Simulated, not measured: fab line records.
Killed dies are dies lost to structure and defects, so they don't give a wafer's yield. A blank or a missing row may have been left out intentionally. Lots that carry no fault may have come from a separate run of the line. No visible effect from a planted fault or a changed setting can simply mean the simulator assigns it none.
fab line records ; flow n5_finfet ; part 1 of 2: steps 1 to 23 of 30
record: lots: 5; wafers: 15; last_day: 21
route steps=1938 shown BEOL_M1@829 BEOL_M2@841
lots that met no fault: taken from a fault-free run of the same line
start_h: start of the lot's first displayed wafer, in hours after the record's first day ; wait_h: hours since the lot's step before ; " as in the row above ; L1.1+2: a row that stands for several wafers ; - either no value or no given start ; * or withheld: withheld ; < > ~ a bound
route shown NAME@n: NAME is a module with steps in the file, n the number in the route of the first one ; usual: mean and standard deviation over wafers with no fault ; same: alike in all rows ; chamber/n: place in a boat ; sites: per-site readings ; _std_site: the standard deviation of these ; _edge_site: inner sites' mean taken away from outer sites' mean ; radius_mm: how far each site lies from the wafer's centre ; mask NAME#n: copy n ; behind: the last tool/chamber to shape the wafer ; hold: what put the lot on hold/how long, in hours/how the hold closed ; device: the n, p or np transistor that did not switch ; end of line: the tests these same wafers got at the end of their route ; a step without rows: its recipe alone ; killed: count of dies lost to structure and defects at first sort (not the wafer's yield) ; map: a wafer's dies, marking killed ones x, the rest . and places with no die _
set.NAME: the setting the step ran with; set.NAME@STEP: the setting that earlier step ran with ; model.NAME: the simulator's own value behind a step, which no gauge read
a table for each step, a row for each wafer; lots at some steps of the route
services: a tool's chamber out of use, with start hour (start_h, from the record's first day; less than 0 if before it), hours out, and reason
== steps ==
step: N5_BEOL_M1_ANNEAL_95
recipe: temp_c: 400; time_s: 240; ambient: vacuum
usual: heater_power_w: 831/82
lot.wafer;tool;chamber;start_h;wait_h;heater_power_w
L083.1;pvd_sputter-03;-;183.78;0.0;803
L083.5;pvd_sputter-03;-;183.78;0.0;779
L083.6;pvd_sputter-03;-;183.78;0.0;805
L088.1;pvd_sputter-01;-;211.91;0.0;840
L088.2;pvd_sputter-01;-;211.91;0.0;841
L088.4;pvd_sputter-01;-;211.91;0.0;806
L087.1;pvd_sputter-02;-;216.30;0.0;987
L087.4;pvd_sputter-02;-;216.30;0.0;990
L087.6;pvd_sputter-02;-;216.30;0.0;990
L091.3;pvd_sputter-01;-;235.83;0.0;782
L091.5;pvd_sputter-01;-;235.83;0.0;859
L091.6;pvd_sputter-01;-;235.83;0.0;795
L095.1;pvd_sputter-01;-;270.03;0.0;794
L095.4;pvd_sputter-01;-;270.03;0.0;837
L095.6;pvd_sputter-01;-;270.03;0.0;787
step: N5_BEOL_M1_SPUTTER_96
recipe: material: Cu; target_thk_a: 45; temp_c: -20; chamber_pressure_pa: 0.07; power_w: withheld; time_s: 8.29
usual: throttle_valve_pct: 30.3/0.59
lot.wafer;tool;chamber;start_h;wait_h;throttle_valve_pct
L083.1;pvd_sputter-03;-;183.92;0.1;29.1
L083.5;pvd_sputter-03;-;183.92;0.1;29.5
L083.6;pvd_sputter-03;-;183.92;0.1;30.2
L088.1;pvd_sputter-01;-;212.05;0.1;30.9
L088.2;pvd_sputter-01;-;212.05;0.1;30.3
L088.4;pvd_sputter-01;-;212.05;0.1;30.9
L087.1;pvd_sputter-02;-;216.44;0.1;29.5
L087.4;pvd_sputter-02;-;216.44;0.1;30.3
L087.6;pvd_sputter-02;-;216.44;0.1;29.5
L091.3;pvd_sputter-01;-;235.97;0.1;30.1
L091.5;pvd_sputter-01;-;235.97;0.1;30.5
L091.6;pvd_sputter-01;-;235.97;0.1;29.7
L095.1;pvd_sputter-01;-;270.17;0.1;31.1
L095.4;pvd_sputter-01;-;270.17;0.1;30.5
L095.6;pvd_sputter-01;-;270.17;0.1;29.6
step: N5_BEOL_M1_ECD_50
recipe: material: Cu; target_thk_a: 3000
lot.wafer;tool;chamber;start_h;wait_h
L083.1+5+6;ecd_cu-02;0,1,0;184.04;0.1
L088.1+2+4;ecd_cu-01;1,0,0;212.17;0.1
L087.1+4+6;ecd_cu-02;0;216.56;0.1
L091.3+5+6;ecd_cu-02;1,1,0;236.10;0.1
L095.1+4+6;ecd_cu-02;0,1,1;270.29;0.1
step: N5_BEOL_M1_ANNEAL_51
recipe: temp_c: 225; time_s: 90; ambient: N2
usual: anneal_temp_c_max: 226.1/0.34; wafer_temp_C_max: 225.91/0.22
lot.wafer;tool;chamber;start_h;wait_h;anneal_temp_c_max;wafer_temp_C_max
L083.1;rtp_anneal-02;0;184.12;0.1;225.9;225.84
L083.5;rtp_anneal-02;0;184.12;0.1;226.2;226.04
L083.6;rtp_anneal-02;0;184.12;0.1;225.7;225.79
L088.1;rtp_anneal-01;0;212.25;0.1;226.0;225.75
L088.2;rtp_anneal-01;0;212.25;0.1;226.1;226.02
L088.4;rtp_anneal-01;0;212.25;0.1;226.1;226.16
L087.1;rtp_anneal-02;0;216.64;0.1;226.0;225.74
L087.4;rtp_anneal-02;0;216.64;0.1;225.7;225.54
L087.6;rtp_anneal-02;0;216.64;0.1;225.5;225.95
L091.3;rtp_anneal-01;0;236.27;0.1;225.9;225.81
L091.5;rtp_anneal-01;0;236.27;0.1;226.8;225.65
L091.6;rtp_anneal-01;0;236.27;0.1;226.1;225.93
L095.1;rtp_anneal-02;0;270.37;0.1;226.2;225.87
L095.4;rtp_anneal-02;0;270.37;0.1;225.8;226.06
L095.6;rtp_anneal-02;0;270.37;0.1;225.8;225.84
step: N5_BEOL_M1_CMP_52
recipe: stop_on: SiOC; t_overpolish_s: 6.8; down_force_psi: 1; platen_rpm: 50; clearing_platen_down_force_psi: 1.5; clearing_platen_rpm: 50; post_cmp_clean: cu_alkaline; target_thk_nm: 40; clearing_platen_pad_velocity_m_s: 0.99484; pad_velocity_m_s: 0.99484
usual: barrier_field_endpoint_s: 24.4/0.78; edge_zone_pressure_frac: 1.000/0.0049; motor_current_A: 6.3/0.4; overpolish_run_s: 6.799/0.0093; time_to_endpoint_s: 62/4.4
same: t_overpolish_s: 6.8
lot.wafer;tool;chamber;start_h;wait_h;barrier_field_endpoint_s;edge_zone_pressure_frac;motor_current_A;overpolish_run_s;time_to_endpoint_s
L083.1;cmp-02;2;184.45;0.3;23.7;1.006;6.0;6.795;56
L083.5;cmp-02;1;184.45;0.3;25.0;1.003;6.9;6.803;64
L083.6;cmp-02;2;184.45;0.3;24.6;1.011;6.4;6.813;60
L088.4;cmp-04;3;212.55;0.1;25.0;1.003;6.6;6.813;62
L088.2;cmp-04;0;212.55;0.1;25.3;1.005;6.3;6.788;68
L088.1;cmp-04;1;212.55;0.1;23.7;1.002;6.4;6.790;54
L087.1;cmp-01;0;216.93;0.3;24.4;0.994;6.1;6.788;67
L087.4;cmp-01;2;216.93;0.3;25.2;0.995;5.0;6.797;67
L087.6;cmp-01;1;216.93;0.3;24.1;1.000;6.6;6.785;61
L091.3;cmp-02;2;236.51;0.2;24.2;1.003;6.3;6.785;59
L091.6;cmp-02;1;236.51;0.2;25.1;1.002;6.7;6.796;62
L091.5;cmp-02;2;236.51;0.2;23.9;0.987;6.6;6.784;57
L095.1;cmp-04;3;270.71;0.3;24.6;1.005;6.1;6.795;66
L095.4;cmp-04;0;270.71;0.3;25.9;0.994;6.5;6.803;66
L095.6;cmp-04;3;270.71;0.3;25.4;1.000;6.2;6.790;65
step: N5_BEOL_M1_THK_MEAS_53
recipe: thk_meas_gauge: xrf; reads: Cu_of_BEOL_M1_ECD_50
usual: M1_THK: 40.6/1.7
lot.wafer;tool;chamber;start_h;wait_h;M1_THK[nm]
L083.1;film_metro-02;-;184.71;-;41.1
L083.5;film_metro-02;-;184.71;-;42.9
L083.6;film_metro-02;-;184.71;-;41.9
L088.1;film_metro-01;-;212.84;-;37.4
L088.2;film_metro-01;-;212.84;-;40.5
L088.4;film_metro-01;-;212.84;-;40.5
L087.1;film_metro-02;-;217.23;-;40.5
L087.4;film_metro-02;-;217.23;-;42.9
L087.6;film_metro-02;-;217.23;-;39.6
L091.3;film_metro-01;-;236.77;-;38.8
L091.5;film_metro-01;-;236.77;-;39.2
L091.6;film_metro-01;-;236.77;-;40.5
L095.1;film_metro-02;-;270.96;-;38.5
L095.4;film_metro-02;-;270.96;-;40.9
L095.6;film_metro-02;-;270.96;-;40.9
step: N5_BEOL_M1_PRE_CLEAN_60
recipe: gas: NH3/H2; time_s: 15; temp_c: *; rf_power_w: 300
usual: heater_power_outer_w: 26/11; heater_power_w: 104/22
lot.wafer;tool;chamber;start_h;wait_h;heater_power_outer_w;heater_power_w
L083.1;cvd_co-02;0;184.75;0.0;19;88
L083.5;cvd_co-02;1;184.75;0.0;39;133
L083.6;cvd_co-02;0;184.75;0.0;20;87
L088.1;cvd_co-02;2;212.88;0.0;34;112
L088.2;cvd_co-02;1;212.88;0.0;40;134
L088.4;cvd_co-02;1;212.88;0.0;40;134
L087.1;cvd_co-01;0;217.44;0.2;3;64
L087.4;cvd_co-01;2;217.44;0.2;16;85
L087.6;cvd_co-01;0;217.44;0.2;3;65
L091.3;cvd_co-02;1;236.85;0.1;39;130
L091.5;cvd_co-02;1;236.85;0.1;40;136
L091.6;cvd_co-02;2;236.85;0.1;34;114
L095.1;cvd_co-01;2;271.00;0.0;16;85
L095.4;cvd_co-01;0;271.00;0.0;3;64
L095.6;cvd_co-01;2;271.00;0.0;16;83
step: N5_BEOL_M1_CO_CAP_55
recipe: material: Co; target_thk_a: 20; temp_c: 200; precursor: CCTBA/H2; pressure_torr: 30; time_s: 102.1
usual: heater_power_outer_w: 131/14; heater_power_w: 259/28
lot.wafer;tool;chamber;start_h;wait_h;heater_power_outer_w;heater_power_w
L083.1;cvd_co-02;0;184.79;0.0;120;238
L083.5;cvd_co-02;1;184.79;0.0;143;301
L083.6;cvd_co-02;0;184.79;0.0;124;239
L088.1;cvd_co-02;2;212.92;0.0;141;263
L088.2;cvd_co-02;1;212.92;0.0;144;297
L088.4;cvd_co-02;1;212.92;0.0;143;300
L087.1;cvd_co-01;0;217.48;0.0;102;210
L087.4;cvd_co-01;2;217.48;0.0;118;239
L087.6;cvd_co-01;0;217.48;0.0;102;206
L091.3;cvd_co-02;1;236.89;0.0;145;294
L091.5;cvd_co-02;1;236.89;0.0;148;287
L091.6;cvd_co-02;2;236.89;0.0;140;267
L095.1;cvd_co-01;2;271.04;0.0;117;239
L095.4;cvd_co-01;0;271.04;0.0;103;209
L095.6;cvd_co-01;2;271.04;0.0;116;235
step: N5_BEOL_M1_PRE_CLEAN_56
recipe: gas: NH3; time_s: 15; temp_c: withheld; rf_power_w: 300
lot.wafer;tool;chamber;start_h;wait_h
L083.1+5+6;pecvd-02;1,1,2;184.88;0.1
L088.1+2+4;pecvd-03;0,1,1;213.01;0.1
L087.1+4+6;pecvd-03;1,0,0;217.57;0.1
L091.3+5+6;pecvd-04;0,2,0;236.98;0.1
L095.1+4+6;pecvd-04;0,1,2;271.13;0.1
step: N5_BEOL_M1_DEP_57
recipe: material: SiCN; target_thk_a: 80; temp_c: withheld; precursor: 3MS/NH3; pressure_torr: 3; rf_w: 202; time_s: 14
usual: showerhead_plenum_p_Torr: 3.663/0.009; throttle_valve_pct: 9.0/0.6
lot.wafer;tool;chamber;start_h;wait_h;showerhead_plenum_p_Torr;throttle_valve_pct
L083.1;pecvd-02;1;184.90;0.0;3.677;9.4
L083.5;pecvd-02;1;184.90;0.0;3.672;9.1
L083.6;pecvd-02;2;184.90;0.0;3.670;8.1
L088.1;pecvd-03;0;213.05;0.0;3.666;8.7
L088.2;pecvd-03;1;213.05;0.0;3.659;9.5
L088.4;pecvd-03;1;213.05;0.0;3.661;9.3
L087.1;pecvd-03;1;217.61;0.0;3.660;9.7
L087.4;pecvd-03;0;217.61;0.0;3.662;9.1
L087.6;pecvd-03;0;217.61;0.0;3.672;9.2
L091.3;pecvd-04;0;237.01;0.0;3.661;9.1
L091.5;pecvd-04;2;237.01;0.0;3.661;8.2
L091.6;pecvd-04;0;237.01;0.0;3.665;8.7
L095.1;pecvd-04;0;271.15;0.0;3.662;8.6
L095.4;pecvd-04;1;271.15;0.0;3.673;10.2
L095.6;pecvd-04;2;271.15;0.0;3.661;8.5
step: N5_BEOL_M1_RS_MEAS_58
recipe: thk_meas_gauge: four-point-probe; reads: Co_of_BEOL_M1_CO_CAP_55+Cu_of_BEOL_M1_ECD_50+Co_of_BEOL_M1_CVD_47+TaN_of_BEOL_M1_ALD_84
usual: M1_RS: 0.67/0.036
lot.wafer;tool;chamber;start_h;wait_h;M1_RS[ohm/sq]
L083.1;film_metro-01;-;184.97;0.0;0.66
L083.5;film_metro-01;-;184.97;0.0;0.62
L083.6;film_metro-01;-;184.97;0.0;0.64
L088.1;film_metro-02;-;213.13;0.1;0.75
L088.2;film_metro-02;-;213.13;0.1;0.67
L088.4;film_metro-02;-;213.13;0.1;0.68
L087.1;film_metro-02;-;217.69;0.1;0.67
L087.4;film_metro-02;-;217.69;0.1;0.63
L087.6;film_metro-02;-;217.69;0.1;0.70
L091.3;film_metro-02;-;237.08;0.1;0.73
L091.5;film_metro-02;-;237.08;0.1;0.71
L091.6;film_metro-02;-;237.08;0.1;0.68
L095.1;film_metro-02;-;271.22;0.0;0.71
L095.4;film_metro-02;-;271.22;0.0;0.65
L095.6;film_metro-02;-;271.22;0.0;0.66
step: N5_BEOL_M1_INSPECT_59
recipe: inspect_instrument: darkfield; mode: post_dep
usual: raw_defect_count: 72/23
lot.wafer;tool;chamber;start_h;wait_h;raw_defect_count
L083.1;defect_inspect-02;-;185.00;0.0;78
L083.5;defect_inspect-02;-;185.00;0.0;57
L083.6;defect_inspect-02;-;185.00;0.0;62
L088.1;defect_inspect-02;-;213.16;0.0;35
L088.2;defect_inspect-02;-;213.16;0.0;47
L088.4;defect_inspect-02;-;213.16;0.0;78
L087.1;defect_inspect-02;-;217.72;0.0;33
L087.4;defect_inspect-02;-;217.72;0.0;52
L087.6;defect_inspect-02;-;217.72;0.0;47
L091.3;defect_inspect-02;-;237.10;0.0;101
L091.5;defect_inspect-02;-;237.10;0.0;74
L091.6;defect_inspect-02;-;237.10;0.0;58
L095.1;defect_inspect-01;-;271.25;0.0;66
L095.4;defect_inspect-01;-;271.25;0.0;53
L095.6;defect_inspect-01;-;271.25;0.0;56
step: N5_BEOL_M2_ILD_DEP_00
recipe: material: SiOC; target_thk_a: 790; temp_c: 350; precursor: DEMS/O2; pressure_torr: 5; rf_w: 500; time_s: 15.3
usual: heater_power_outer_w: 278/43; heater_power_w: 505/74; showerhead_plenum_p_Torr: 5.688/0.017; throttle_valve_pct: 11.9/0.79
lot.wafer;tool;chamber;start_h;wait_h;heater_power_outer_w;heater_power_w;showerhead_plenum_p_Torr;throttle_valve_pct
L083.1;pecvd-01;0;185.03;0.0;317;525;5.680;12.5
L083.5;pecvd-01;2;185.03;0.0;241;492;5.678;11.3
L083.6;pecvd-01;0;185.03;0.0;321;534;5.664;12.7
L088.1;pecvd-04;1;213.19;0.0;275;517;5.705;13.4
L088.2;pecvd-04;0;213.19;0.0;310;601;5.701;11.6
L088.4;pecvd-04;2;213.19;0.0;235;437;5.707;10.9
L087.1;pecvd-04;2;217.76;0.0;284;497;5.692;11.2
L087.4;pecvd-04;0;217.76;0.0;305;587;5.685;11.7
L087.6;pecvd-04;1;217.76;0.0;287;528;5.700;13.4
L091.3;pecvd-01;2;237.14;0.0;262;537;5.664;11.4
L091.5;pecvd-01;1;237.14;0.0;333;586;5.713;12.2
L091.6;pecvd-01;2;237.14;0.0;272;526;5.665;11.4
L095.1;pecvd-01;0;271.28;0.0;319;517;5.660;12.4
L095.4;pecvd-01;0;271.28;0.0;310;520;5.668;12.7
L095.6;pecvd-01;2;271.28;0.0;282;562;5.669;11.3
step: N5_BEOL_M2_THK_MEAS_01
recipe: reads: SiOC_of_BEOL_M2_ILD_DEP_00
usual: M2_ILD_THK: 79.3/0.97
lot.wafer;tool;chamber;start_h;wait_h;M2_ILD_THK[nm]
L083.1;film_metro-01;-;185.10;0.0;79.3
L083.5;film_metro-01;-;185.10;0.0;79.4
L083.6;film_metro-01;-;185.10;0.0;79.8
L088.1;film_metro-01;-;213.26;0.0;78.5
L088.2;film_metro-01;-;213.26;0.0;78.2
L088.4;film_metro-01;-;213.26;0.0;80.5
L087.1;film_metro-02;-;217.82;0.0;79.4
L087.4;film_metro-02;-;217.82;0.0;79.3
L087.6;film_metro-02;-;217.82;0.0;80.5
L091.3;film_metro-01;-;237.21;0.1;78.9
L091.5;film_metro-01;-;237.21;0.1;81.4
L091.6;film_metro-01;-;237.21;0.1;80.8
L095.1;film_metro-01;-;271.35;0.0;80.1
L095.4;film_metro-01;-;271.35;0.0;79.7
L095.6;film_metro-01;-;271.35;0.0;78.7
step: N5_BEOL_M2_PECVD_72
recipe: material: SiO2; target_thk_a: 160; temp_c: 400; precursor: TEOS/O2; pressure_torr: 5.5; rf_w: 450; teos_flow_sccm: 53.8; gas: O2; flow_sccm: 3000; time_s: 18
usual: heater_power_outer_w: 437/59; heater_power_w: 724/100; showerhead_plenum_p_Torr: 8.75/0.066; throttle_valve_pct: 22.3/1.4
lot.wafer;tool;chamber;start_h;wait_h;heater_power_outer_w;heater_power_w;showerhead_plenum_p_Torr;throttle_valve_pct
L083.1;pecvd-04;2;185.14;0.0;447;738;8.80;20.7
L083.5;pecvd-04;1;185.14;0.0;429;695;8.81;25.1
L083.6;pecvd-04;2;185.14;0.0;453;727;8.80;20.7
L088.1;pecvd-01;2;213.30;0.0;420;754;8.67;21.4
L088.2;pecvd-01;0;213.30;0.0;423;684;8.68;24.0
L088.4;pecvd-01;2;213.30;0.0;431;747;8.68;21.1
L087.1;pecvd-01;1;217.86;0.0;520;863;8.85;23.1
L087.4;pecvd-01;2;217.86;0.0;457;810;8.65;21.4
L087.6;pecvd-01;0;217.86;0.0;476;723;8.66;23.9
L091.3;pecvd-04;0;237.24;0.0;481;869;8.74;21.9
L091.5;pecvd-04;2;237.24;0.0;379;630;8.78;20.7
L091.6;pecvd-04;1;237.24;0.0;428;693;8.82;24.9
L095.1;pecvd-04;1;271.39;0.0;415;686;8.80;25.3
L095.4;pecvd-04;2;271.39;0.0;353;623;8.78;20.8
L095.6;pecvd-04;0;271.39;0.0;462;816;8.73;21.5
step: N5_BEOL_M2_HM_DEP_02
recipe: material: TiN; target_thk_a: 200; temp_c: 25; chamber_pressure_pa: 0.49996
usual: throttle_valve_pct: 30.4/0.63
lot.wafer;tool;chamber;start_h;wait_h;throttle_valve_pct
L083.1;pvd_sputter-01;-;185.88;0.7;30.5
L083.5;pvd_sputter-01;-;185.88;0.7;30.1
L083.6;pvd_sputter-01;-;185.88;0.7;30.9
L088.1;pvd_sputter-01;-;213.71;0.4;30.8
L088.2;pvd_sputter-01;-;213.71;0.4;29.9
L088.4;pvd_sputter-01;-;213.71;0.4;30.7
L087.1;pvd_sputter-01;-;219.70;1.8;30.4
L087.4;pvd_sputter-01;-;219.70;1.8;30.9
L087.6;pvd_sputter-01;-;219.70;1.8;30.4
L091.3;pvd_sputter-02;-;239.24;2.0;30.8
L091.5;pvd_sputter-02;-;239.24;2.0;31.2
L091.6;pvd_sputter-02;-;239.24;2.0;30.3
L095.1;pvd_sputter-02;-;272.26;0.9;31.2
L095.4;pvd_sputter-02;-;272.26;0.9;29.4
L095.6;pvd_sputter-02;-;272.26;0.9;30.0
step: N5_BEOL_M2_COAT_61
recipe: resist: SOC; temp_c: 250; time_s: 60; spin_rpm: 1500; resist_thk_nm: 60
usual: dispense_pressure_kPa: 51.0/1.9; heater_power_total_W: 500.3/1.8; resist_line_temp_C: 22.98/0.1
lot.wafer;tool;chamber;start_h;wait_h;dispense_pressure_kPa;heater_power_total_W;resist_line_temp_C
L083.1;litho_track-05;0;186.01;0.1;54.4;501.2;22.93
L083.5;litho_track-05;0;186.01;0.1;54.4;498.6;23.07
L083.6;litho_track-05;0;186.01;0.1;54.4;497.9;22.94
L088.1;litho_track-05;0;213.84;0.1;54.4;503.1;22.94
L088.2;litho_track-05;0;213.84;0.1;54.4;502.9;22.99
L088.4;litho_track-05;0;213.84;0.1;54.4;503.1;22.94
L087.1;litho_track-02;0;219.83;0.1;50.9;501.2;23.09
L087.4;litho_track-02;0;219.83;0.1;50.9;499.7;23.08
L087.6;litho_track-02;0;219.83;0.1;50.9;500.7;23.09
L091.3;litho_track-03;0;239.36;0.1;49.5;498.4;23.01
L091.5;litho_track-03;0;239.36;0.1;49.5;497.3;22.92
L091.6;litho_track-03;0;239.36;0.1;49.4;502.8;23.00
L095.1;litho_track-03;0;272.38;0.1;49.5;499.0;22.83
L095.4;litho_track-03;0;272.38;0.1;49.5;502.6;22.90
L095.6;litho_track-03;0;272.38;0.1;49.5;500.2;22.90
step: N5_BEOL_M2_COAT_62
recipe: resist: SiARC; temp_c: 220; time_s: 60; spin_rpm: 1500; resist_thk_nm: 12
usual: dispense_pressure_kPa: 51.0/1.9; heater_power_total_W: 427.5/2; resist_line_temp_C: 23.04/0.1
lot.wafer;tool;chamber;start_h;wait_h;dispense_pressure_kPa;heater_power_total_W;resist_line_temp_C
L083.1;litho_track-05;0;-;-;54.4;430.6;22.88
L083.5;litho_track-05;0;-;-;54.4;425.5;22.97
L083.6;litho_track-05;0;-;-;54.4;429.2;23.00
L088.1;litho_track-05;0;-;-;54.4;426.9;23.02
L088.2;litho_track-05;0;-;-;54.4;428.2;22.99
L088.4;litho_track-05;0;-;-;54.4;426.8;22.99
L087.1;litho_track-02;0;-;-;50.9;427.3;23.09
L087.4;litho_track-02;0;-;-;50.9;430.2;23.14
L087.6;litho_track-02;0;-;-;50.9;429.7;23.16
L091.3;litho_track-03;0;-;-;49.5;428.2;23.06
L091.5;litho_track-03;0;-;-;49.5;428.4;23.04
L091.6;litho_track-03;0;-;-;49.5;426.3;22.88
L095.1;litho_track-03;0;-;-;49.5;427.2;22.98
L095.4;litho_track-03;0;-;-;49.5;425.0;23.05
L095.6;litho_track-03;0;-;-;49.5;424.1;23.16
step: N5_BEOL_M2_COAT_73
recipe: resist: underlayer; temp_c: 205; time_s: 60; spin_rpm: 1500; resist_thk_nm: 5
usual: dispense_pressure_kPa: 51.0/1.9; heater_power_total_W: 391.7/1.4; resist_line_temp_C: 23.00/0.1
lot.wafer;tool;chamber;start_h;wait_h;dispense_pressure_kPa;heater_power_total_W;resist_line_temp_C
L083.1;litho_track-05;0;-;-;54.4;393.5;23.23
L083.5;litho_track-05;0;-;-;54.4;393.8;22.93
L083.6;litho_track-05;0;-;-;54.4;392.6;22.93
L088.1;litho_track-05;0;-;-;54.4;390.3;23.04
L088.2;litho_track-05;0;-;-;54.4;391.2;23.01
L088.4;litho_track-05;0;-;-;54.4;392.1;23.02
L087.1;litho_track-02;0;-;-;50.8;393.4;23.00
L087.4;litho_track-02;0;-;-;50.8;391.0;22.99
L087.6;litho_track-02;0;-;-;50.8;389.5;23.09
L091.3;litho_track-03;0;-;-;49.5;393.6;22.96
L091.5;litho_track-03;0;-;-;49.4;393.7;23.10
L091.6;litho_track-03;0;-;-;49.4;393.4;22.82
L095.1;litho_track-03;0;-;-;49.4;392.3;22.75
L095.4;litho_track-03;0;-;-;49.4;392.4;22.80
L095.6;litho_track-03;0;-;-;49.4;390.7;22.77
step: N5_BEOL_M2_COAT_05
recipe: resist: CAR-EUV; spin_rpm: 1500; resist_thk_nm: 30
usual: dispense_pressure_kPa: 51.0/1.9; resist_line_temp_C: 23.00/0.11
lot.wafer;tool;chamber;start_h;wait_h;dispense_pressure_kPa;resist_line_temp_C
L083.1;litho_track-05;0;-;-;54.4;23.13
L083.5;litho_track-05;0;-;-;54.4;22.98
L083.6;litho_track-05;0;-;-;54.4;22.83
L088.1;litho_track-05;0;-;-;54.4;23.04
L088.2;litho_track-05;0;-;-;54.4;23.01
L088.4;litho_track-05;0;-;-;54.4;23.04
L087.1;litho_track-02;0;-;-;50.9;23.07
L087.4;litho_track-02;0;-;-;50.8;23.08
L087.6;litho_track-02;0;-;-;50.8;22.89
L091.3;litho_track-03;0;-;-;49.5;23.19
L091.5;litho_track-03;0;-;-;49.5;22.98
L091.6;litho_track-03;0;-;-;49.5;23.00
L095.1;litho_track-03;0;-;-;49.5;23.08
L095.4;litho_track-03;0;-;-;49.5;22.98
L095.6;litho_track-03;0;-;-;49.5;23.08
step: N5_BEOL_M2_EBR_07
recipe: solvent: PGMEA; ebr_width_mm: 1.5
usual: resist_line_temp_C: 22.97/0.12
lot.wafer;tool;chamber;start_h;wait_h;resist_line_temp_C
L083.1;litho_track-05;0;-;-;22.86
L083.5;litho_track-05;0;-;-;22.88
L083.6;litho_track-05;0;-;-;23.06
L088.1;litho_track-05;0;-;-;23.00
L088.2;litho_track-05;0;-;-;23.07
L088.4;litho_track-05;0;-;-;22.91
L087.1;litho_track-02;0;-;-;23.40
L087.4;litho_track-02;0;-;-;22.94
L087.6;litho_track-02;0;-;-;23.17
L091.3;litho_track-03;0;-;-;23.14
L091.5;litho_track-03;0;-;-;22.81
L091.6;litho_track-03;0;-;-;23.00
L095.1;litho_track-03;0;-;-;23.05
L095.4;litho_track-03;0;-;-;23.00
L095.6;litho_track-03;0;-;-;23.05
step: N5_BEOL_M2_SOFTBAKE_06
recipe: temp_c: 110; time_s: 60; resist: CAR-EUV
usual: heater_power_total_W: 175.4/1.6; resist_line_temp_C: 23.00/0.11
lot.wafer;tool;chamber;start_h;wait_h;heater_power_total_W;resist_line_temp_C
L083.1;litho_track-05;0;-;-;174.8;23.11
L083.5;litho_track-05;0;-;-;177.4;23.10
L083.6;litho_track-05;0;-;-;177.0;23.07
L088.1;litho_track-05;0;-;-;173.8;23.10
L088.2;litho_track-05;0;-;-;175.9;23.17
L088.4;litho_track-05;0;-;-;174.2;23.10
L087.1;litho_track-02;0;-;-;177.4;22.93
L087.4;litho_track-02;0;-;-;173.4;22.83
L087.6;litho_track-02;0;-;-;173.0;22.84
L091.3;litho_track-03;0;-;-;176.8;23.02
L091.5;litho_track-03;0;-;-;173.0;23.01
L091.6;litho_track-03;0;-;-;175.7;23.11
L095.1;litho_track-03;0;-;-;174.1;22.92
L095.4;litho_track-03;0;-;-;176.8;22.97
L095.6;litho_track-03;0;-;-;176.0;22.94
step: N5_BEOL_M2_EXPOSE_08
recipe: mask_id: M2; na: 0.33; source_shape: dipole; sigma_inner: 0.369; sigma_outer: 0.767; polarization: unpolarized; dose_mj: 41.25
lot.wafer;tool;chamber;start_h;wait_h;mask
L083.1+5+6;euv_scanner-02;0;186.25;-;M2#0
L088.1+2+4;euv_scanner-02;0;214.10;-;M2#0
L087.1+4+6;euv_scanner-01;0;220.09;-;M2#0
L091.3+5+6;euv_scanner-01;0;239.64;-;M2#0
L095.1+4+6;euv_scanner-02;0;272.53;-;M2#0
